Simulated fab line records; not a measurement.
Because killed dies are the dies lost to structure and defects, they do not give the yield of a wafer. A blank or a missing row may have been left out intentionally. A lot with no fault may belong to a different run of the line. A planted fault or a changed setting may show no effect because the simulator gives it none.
The same fault as seen by 3 desks | flow n5-finfet | every desk sees just its own numbers, and what lay behind them comes last

FROM THE METROLOGY DESK
Lot by lot, what the gauges showed, no matter which tool ran the lot: averages of those sampled wafers that carry a number. Marked OUT: a lot whose mean sits more than 4 standard deviations from the usual mean, which makes it out of limits; the brackets give that distance. Only the readings that lie furthest out on some lot appear, 7 of the 12 it has.
Columns: A = CA_OVL at N5_MOL_CONTACT_COAG_OVL_MEAS_09, usual -0.2 nm; B = DIBL_P at N5_BEOL_M4_RC_MEAS_101, usual 37 mV/V; C = IOFF_P at N5_BEOL_M4_RC_MEAS_101, usual 0.21 nA/um; D = ION_N at N5_BEOL_M4_RC_MEAS_101, usual 674 uA/um; E = ION_P at N5_BEOL_M4_RC_MEAS_101, usual 459 uA/um; F = VT_N at N5_BEOL_M4_RC_MEAS_101, usual 250 mV; G = VT_P at N5_BEOL_M4_RC_MEAS_101, usual -251 mV
lot  | first seen here | A    | B  | C    | D   | E   | F   | G
L931 | day 4 16:29     | -0.5 | 39 | 0.24 | 684 | 463 | 249 | -253
L936 | day 5 23:31     | -0.7 | 32 | 0.13 | 643 | 438 | 257 | -259
L943 | day 7 14:40     | -1.2 | 36 | 0.18 | 671 | 458 | 250 | -254
L945 | day 8 05:58     | -0.1 | 38 | 0.22 | 684 | 466 | 247 | -251
L950 | day 9 08:54     | -0.1 | 40 | 0.24 | 680 | 462 | 248 | -249
L951 | day 9 14:44     | 0.1  | 37 | 0.21 | 673 | 455 | 250 | -252
This desk's verdict: no lot among the 6 shows anything out of limits.

THE DEFECT DESK
Counts from the inspections along the route, per lot, as means over the sampled wafers that have a number. Marked OUT: a lot whose mean sits more than 4 standard deviations from the usual mean, which makes it out of limits; the brackets give that distance.
Columns: A = raw-defect-count at N5_MOL_CONTACT_COAG_INSPECT_10, usual 64
lot  | first seen here | A
L931 | day 4 16:34     | 52
L936 | day 5 23:36     | 60
L943 | day 7 14:44     | 74
L945 | day 8 06:04     | 77
L950 | day 9 08:59     | 36
L951 | day 9 14:49     | 38
This desk's verdict: no lot among the 6 shows anything out of limits.

FOR THE TOOL OWNER'S DESK: rie-diel-05
The tool's own readings at N5_MOL_CONTACT_COAG_ETCH_110 (etches Si in CF4/O2, target depth 2.5 nm, time 8 s): means of the sampled wafers that have a number, for each lot that ran on this tool. Marked OUT: a lot whose mean sits more than 4 standard deviations from the usual mean, which makes it out of limits; the brackets give that distance.
Columns: A = drypump-motor-current-A at N5_MOL_CONTACT_COAG_ETCH_110, usual 5.7 A; B = oes_ar_750_au at N5_MOL_CONTACT_COAG_ETCH_110, usual 0.80 a.u.; C = oes_f_703_au at N5_MOL_CONTACT_COAG_ETCH_110, usual 0.79 a.u.; D = oes-product-au at N5_MOL_CONTACT_COAG_ETCH_110, usual 0.80 a.u.; E = rf-vpp-V at N5_MOL_CONTACT_COAG_ETCH_110, usual 127 V; F = showerhead-plenum-p-Torr at N5_MOL_CONTACT_COAG_ETCH_110, usual 2.24 Torr; G = throttle-valve-pct at N5_MOL_CONTACT_COAG_ETCH_110, usual 10.69 %
lot  | first seen here | A   | B    | C    | D    | E   | F    | G
L931 | day 4 16:53     | 5.5 | 0.71 | 0.71 | 0.69 | 125 | 2.20 | 10.96
L943 | day 7 15:04     | 5.9 | 0.83 | 0.82 | 0.73 | 128 | 2.25 | 10.63
L945 | day 8 06:22     | 5.8 | 0.78 | 0.77 | 0.74 | 127 | 2.24 | 10.70
This desk's verdict: no lot among the 3 shows anything out of limits.

PUT TOGETHER
Nothing out of limits was seen by the metrology desk.
Nothing the defect desk looked at was out of limits.
Nothing out of limits was seen by the tool owner's desk.

WHAT WAS PUT IN BY THE SIMULATOR
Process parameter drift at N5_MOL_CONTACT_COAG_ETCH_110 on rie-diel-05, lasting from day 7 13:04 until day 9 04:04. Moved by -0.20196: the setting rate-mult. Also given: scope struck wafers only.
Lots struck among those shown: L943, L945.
